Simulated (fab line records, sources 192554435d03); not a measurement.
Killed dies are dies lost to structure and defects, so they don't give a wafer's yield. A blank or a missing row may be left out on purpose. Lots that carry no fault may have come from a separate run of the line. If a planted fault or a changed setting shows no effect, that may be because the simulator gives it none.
Tool commonality check || flow n5_finfet || 30 wafers sampled across 10 lots

REASON IT WAS OPENED
3 of 10 lots carry a flag on the reading V0_OVL at N5_BEOL_M1_OVL_MEAS_29. Wafers without a fault read 0.1 nm, standard deviation 0.67.
Rule: a lot gets a flag if all its wafers with a number sit over 4 standard deviations from that mean, or if no wafer of it has a number. The rest of the lots are taken to be sound.

{"lot": "L621", "measured": "day 6 05:13", "on": "overlay-01", "V0_OVL (nm), wafer by wafer": "-0.8 0.2 0.7", "flag": ""}
{"lot": "L622", "measured": "day 6 11:02", "on": "overlay-01", "V0_OVL (nm), wafer by wafer": "-0.6 -0.5 -0.2", "flag": ""}
{"lot": "L623", "measured": "day 6 16:41", "on": "overlay-02", "V0_OVL (nm), wafer by wafer": "1.1 1.2 0.3", "flag": ""}
{"lot": "L627", "measured": "day 7 16:07", "on": "overlay-02", "V0_OVL (nm), wafer by wafer": "10.6 11.7 11.7", "flag": "FLAGGED"}
{"lot": "L628", "measured": "day 8 01:10", "on": "overlay-01", "V0_OVL (nm), wafer by wafer": "11.2 12.0 11.0", "flag": "FLAGGED"}
{"lot": "L630", "measured": "day 8 08:45", "on": "overlay-01", "V0_OVL (nm), wafer by wafer": "-1.0 -0.6 -0.9", "flag": ""}
{"lot": "L629", "measured": "day 8 13:55", "on": "overlay-02", "V0_OVL (nm), wafer by wafer": "11.6 11.6 10.6", "flag": "FLAGGED"}
{"lot": "L632", "measured": "day 8 18:23", "on": "overlay-01", "V0_OVL (nm), wafer by wafer": "0.3 -0.7 0.0", "flag": ""}
{"lot": "L639", "measured": "day 10 23:55", "on": "overlay-01", "V0_OVL (nm), wafer by wafer": "0.8 -0.6 -1.1", "flag": ""}
{"lot": "L641", "measured": "day 11 06:34", "on": "overlay-02", "V0_OVL (nm), wafer by wafer": "0.5 0.4 0.6", "flag": ""}
On average the flagged lots' numbers are 11.3 nm, which is +11.2 nm against the usual, or +17 standard deviations.

LOT BY LOT: THE TOOL USED
The record holds 1 process step before the reading, out of a route of 1938 steps. Each cell gives the tool, then ch followed by the chambers the sampled wafers passed through, then the start.
{"lot": "L621", "flag": "", "N5_BEOL_M1_EXPOSE_25": "euv_scanner-01 ch 0, day 6 05:02"}
{"lot": "L622", "flag": "", "N5_BEOL_M1_EXPOSE_25": "euv_scanner-01 ch 0, day 6 10:52"}
{"lot": "L623", "flag": "", "N5_BEOL_M1_EXPOSE_25": "euv_scanner-01 ch 0, day 6 16:31"}
{"lot": "L627", "flag": "FLAGGED", "N5_BEOL_M1_EXPOSE_25": "euv_scanner-01 ch 0, day 7 15:56"}
{"lot": "L628", "flag": "FLAGGED", "N5_BEOL_M1_EXPOSE_25": "euv_scanner-01 ch 0, day 8 00:59"}
{"lot": "L630", "flag": "", "N5_BEOL_M1_EXPOSE_25": "euv_scanner-02 ch 0, day 8 08:35"}
{"lot": "L629", "flag": "FLAGGED", "N5_BEOL_M1_EXPOSE_25": "euv_scanner-01 ch 0, day 8 13:44"}
{"lot": "L632", "flag": "", "N5_BEOL_M1_EXPOSE_25": "euv_scanner-02 ch 0, day 8 18:13"}
{"lot": "L639", "flag": "", "N5_BEOL_M1_EXPOSE_25": "euv_scanner-02 ch 0, day 10 23:44"}
{"lot": "L641", "flag": "", "N5_BEOL_M1_EXPOSE_25": "euv_scanner-02 ch 0, day 11 06:23"}
What these steps do:
- N5_BEOL_M1_EXPOSE_25: exposes mask V0, defocus 5 nm, target cd 24 nm.
- N5_BEOL_M1_OVL_MEAS_29

FLAGGED AGAINST TOTAL, ONE TOOL AT A TIME (gauges that did the reading follow at the end)
{"step": "N5_BEOL_M1_EXPOSE_25", "tool": "euv_scanner-01", "lots run": 6, "flagged": 3, "share of the flagged lots": "all", "sound lots run after its first flagged lot": 0}
{"step": "N5_BEOL_M1_EXPOSE_25", "tool": "euv_scanner-02", "lots run": 4, "flagged": 0, "share of the flagged lots": "none", "sound lots run after its first flagged lot": "-"}
{"step": "N5_BEOL_M1_OVL_MEAS_29", "tool": "overlay-01", "lots run": 6, "flagged": 1, "share of the flagged lots": "some", "sound lots run after its first flagged lot": "3 (L630,L632,L639)"}
{"step": "N5_BEOL_M1_OVL_MEAS_29", "tool": "overlay-02", "lots run": 4, "flagged": 2, "share of the flagged lots": "some", "sound lots run after its first flagged lot": "1 (L641)"}

THE TABLE: WHAT IT ALLOWS
1 row of the table ran every flagged lot: euv_scanner-01 at N5_BEOL_M1_EXPOSE_25.
- euv_scanner-01 at N5_BEOL_M1_EXPOSE_25 ran 6 lots, 3 of them flagged. Last sound lot L623 at day 6 16:31, first flagged lot L627 at day 7 15:56; a fault beginning in between fits.
One tool is left: euv_scanner-01 at N5_BEOL_M1_EXPOSE_25.

WHAT WAS PUT IN BY THE SIMULATOR
Scanner matching overlay: euv_scanner-01, from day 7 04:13 on, at N5_BEOL_M1_EXPOSE_25. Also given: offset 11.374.
Struck lots among those shown: L627, L628, L629. The rule above found the same.
